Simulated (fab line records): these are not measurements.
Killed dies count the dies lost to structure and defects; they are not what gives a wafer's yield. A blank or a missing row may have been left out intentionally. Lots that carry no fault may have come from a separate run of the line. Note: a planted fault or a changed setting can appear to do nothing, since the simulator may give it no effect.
Struck lot and sound lot, side by side + flow nandHarc + 14 steps out of a route of 1302
Sound: these wafers, L888.1, L888.2, L888.5. Struck: wafer L900.6. (L900.3, L900.4 of the same lot were not struck and are left out.) The cause comes at the end.
At each step with rows: each side's tool, then ch and its chambers, then its first start. Under that, the readings that differ: sound wafers + struck wafers + difference of the means + sigmas: that difference in standard deviations of wafers without a fault.
alike: readings whose means differ by less than 2 such deviations, and words and numbers that are the same on both sides. not compared: withheld readings, readings that some wafer has no value for, bounds like >300 that may hide the same value, and numbers for which the record gives no deviation and whose values overlap.
A row with sigmas, a row that says differs or no value, or rows on one side alone: a step with any of these is where the two part. When numbers do not overlap yet have no deviation, they are printed without sigmas and do not part them. A reading that every wafer of one side lacks parts them only if that side has two wafers or more.

NHARC_A_SOURCE_PLATE_THK_MEAS_06: measures by ellipsometry.
  sound on filmMetro-01 at day 10 12:27; struck on filmMetro-01 at day 15 17:42
  alike: thkNm
NHARC_A_SOURCE_PLATE_INSPECT_08:
  sound on defectInspect-02 at day 10 12:31; struck on defectInspect-02 at day 15 17:46
  alike: rawDefectCount
then, 1 step without rows for these wafers: NHARC_A_ONON_D1_DEP_00 (target thk 1000 nm).
NHARC_A_ONON_D1_THK_MEAS_02: measures by ellipsometry.
  sound on filmMetro-02 at day 10 13:07; struck on filmMetro-02 at day 15 18:20
  alike: thkNm
then, 1 step without rows for these wafers: NHARC_A_ONON_D1_DEP_03 (target thk 1000 nm).
NHARC_A_ONON_D1_THK_MEAS_05: measures by ellipsometry.
  sound on filmMetro-02 at day 10 13:47; struck on filmMetro-02 at day 15 18:55
  alike: thkNm
then, 1 step without rows for these wafers: NHARC_A_ONON_D1_DEP_06 (target thk 1000 nm).
NHARC_A_ONON_D1_THK_MEAS_08: measures by ellipsometry.
  sound on filmMetro-01 at day 10 14:34; struck on filmMetro-02 at day 15 19:28
| reading    | sound       | struck | difference | sigmas |
|------------|-------------|--------|------------|--------|
| thkNm (nm) | 974 973 973 | 1007   | +34        | +3     |
then, 1 step without rows for these wafers: NHARC_A_ONON_D1_DEP_09 (target thk 1000 nm).
NHARC_A_ONON_D1_THK_MEAS_11: measures by ellipsometry.
  sound on filmMetro-01 at day 10 15:12; struck on filmMetro-02 at day 15 20:02
  alike: thkNm
NHARC_A_ONON_D1_DEP_12: target thk 1000 nm.
  sound on pecvdOnon-02 ch 0, day 10 15:15; struck on pecvdOnon-04 ch 0, day 15 20:13
  alike: sih4FlowSccm
NHARC_A_ONON_D1_THK_MEAS_14: measures by ellipsometry.
  sound on filmMetro-01 at day 10 15:46; struck on filmMetro-02 at day 15 20:36
| reading    | sound          | struck | difference | sigmas |
|------------|----------------|--------|------------|--------|
| thkNm (nm) | 1024 1022 1021 | 1440   | +418       | +32    |
then, 1 step without rows for these wafers: NHARC_A_ONON_D1_ANNEAL_15 (time 3600 s).
-- the record jumps here: 17 days lie between the struck wafers' starts before and after (it left off in module A_ONON_D1 and takes up again in module END, whose first step shown is number 1302 of the route) --
NHARC_END_SORT_01:
  here the record holds rows for the struck wafers (prober-01 ch 0, day 32 23:53) but none for the sound ones

## WHERE THEY PART
Earliest at NHARC_A_ONON_D1_THK_MEAS_08; latest, in this record, at NHARC_END_SORT_01.

WHY: whatever the simulator had introduced
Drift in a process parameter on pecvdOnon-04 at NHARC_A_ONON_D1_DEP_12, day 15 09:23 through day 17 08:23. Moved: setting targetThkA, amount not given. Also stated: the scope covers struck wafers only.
